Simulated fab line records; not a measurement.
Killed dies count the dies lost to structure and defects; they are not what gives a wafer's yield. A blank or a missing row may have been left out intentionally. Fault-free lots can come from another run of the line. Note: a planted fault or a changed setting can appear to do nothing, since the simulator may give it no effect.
Split-lot study | flow n5 finfet | route with 1938 steps; 7 lots, 21 wafers read

SPLIT DETAILS
At N5_BEOL_M11_EXPOSE_08 (exposes mask M11), the setting dose mj was moved away from the recipe's 53.75 on 7 of the 21 wafers read, by -6.9% to +3.1%. All remaining wafers had this setting at the recipe value.

FROM THE SPLIT TO THE READING: what the file shows between them, 2 steps
- N5_BEOL_M11_PEB_09: peb time 60 s
- N5_BEOL_M11_DEVELOP_10: develop time 30 s

THE READING
Shown in nm: cd nm at N5_BEOL_M11_CD_MEAS_11, with target cd 64.1 nm. A value of 64.5 nm with a standard deviation of 0.58 nm is what fault-free wafers of this fab line usually give.

wafer  | tool, chamber at the split | dose mj as run | against the recipe | cd nm, nm | against lot-mates on the recipe
L078.2 | arfi scanner-01, 0         | 53.75          | recipe             | 64.1      | -
L078.3 | arfi scanner-01, 0         | 53.75          | recipe             | 64.3      | -
L078.5 | arfi scanner-01, 0         | 53.75          | recipe             | 65.2      | -
L085.1 | arfi scanner-03, 0         | 53.75          | recipe             | 64.4      | -
L085.4 | arfi scanner-03, 0         | 53.75          | recipe             | 64.9      | -
L085.5 | arfi scanner-03, 0         | 55.4           | +3.1%              | 66.2      | +1.5
L086.1 | arfi scanner-03, 0         | 53.75          | recipe             | 65.0      | -
L086.5 | arfi scanner-03, 0         | 54.89          | +2.1%              | 66.1      | +1.5
L086.6 | arfi scanner-03, 0         | 53.75          | recipe             | 64.1      | -
L092.1 | arfi scanner-02, 0         | 50.03          | -6.9%              | 60.7      | -3.3
L092.4 | arfi scanner-02, 0         | 50.03          | -6.9%              | 59.7      | -4.3
L092.6 | arfi scanner-02, 0         | 53.75          | recipe             | 64.0      | -
L093.2 | arfi scanner-03, 0         | 51.21          | -4.7%              | 62.1      | -2.4
L093.4 | arfi scanner-03, 0         | 53.75          | recipe             | 64.5      | -
L093.6 | arfi scanner-03, 0         | 51.21          | -4.7%              | 62.2      | -2.3
L094.2 | arfi scanner-03, 0         | 54.81          | +2.0%              | 64.2      | +0.1
L094.3 | arfi scanner-03, 0         | 53.75          | recipe             | 63.9      | -
L094.6 | arfi scanner-03, 0         | 53.75          | recipe             | 64.3      | -
L096.1 | arfi scanner-03, 0         | 53.75          | recipe             | 65.7      | -
L096.2 | arfi scanner-03, 0         | 53.75          | recipe             | 65.1      | -
L096.3 | arfi scanner-03, 0         | 53.75          | recipe             | 64.2      | -

FIT RESULTS
A straight line over all 21 wafers: cd nm changes by +0.565 nm for each +1% of dose mj; r = +0.93; the points scatter about the line by 0.61 nm.
The same after taking each lot's own level away (the mean of its wafers on the recipe; 21 wafers): +0.521 nm for each +1%; r = +0.95; scatter 0.46 nm.
That fit puts the effect of the largest move of dose mj on the reading at 3.6 nm.
Across the lots, their own levels run from 64.00 to 65.00 nm, a range of 1.7 times the standard deviation given above.
The two slopes agree, so the slope changes little with the lot-to-lot level.
Check: -3.79 nm against its lot-mates is what the line predicts for one of the wafers moved furthest among these (-6.9%) when that wafer is left out of the fit. Against them it came out at -3.3 nm.

THESE WAFERS: OTHER SPLITS
Before the reading, these wafers also passed through other splits. Each is held against what the fit with the lots' levels taken away leaves over:
other split on the same wafers | wafers away from the commonest value | r with cd nm (lot level and that fit taken away)
N5_BEOL_M5_EXPOSE_25 dose mj   | 5                                    | +0.33
N5_BEOL_M6_EXPOSE_25 dose mj   | 6                                    | +0.02
N5_BEOL_M6_ETCH_66 bias w      | 11                                   | +0.35
N5_BEOL_M6_DEP_56 time s       | 8                                    | +0.14
N5_BEOL_M9_COAT_05 spin rpm    | 6                                    | +0.13
N5_BEOL_M9_DESCUM_16 time s    | 9                                    | +0.11
N5_BEOL_M11_PECVD_70 time s    | 4                                    | +0.02

FILE'S OWN FIT
cd nm changes by +0.524 nm for each +1% of dose mj, r = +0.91.
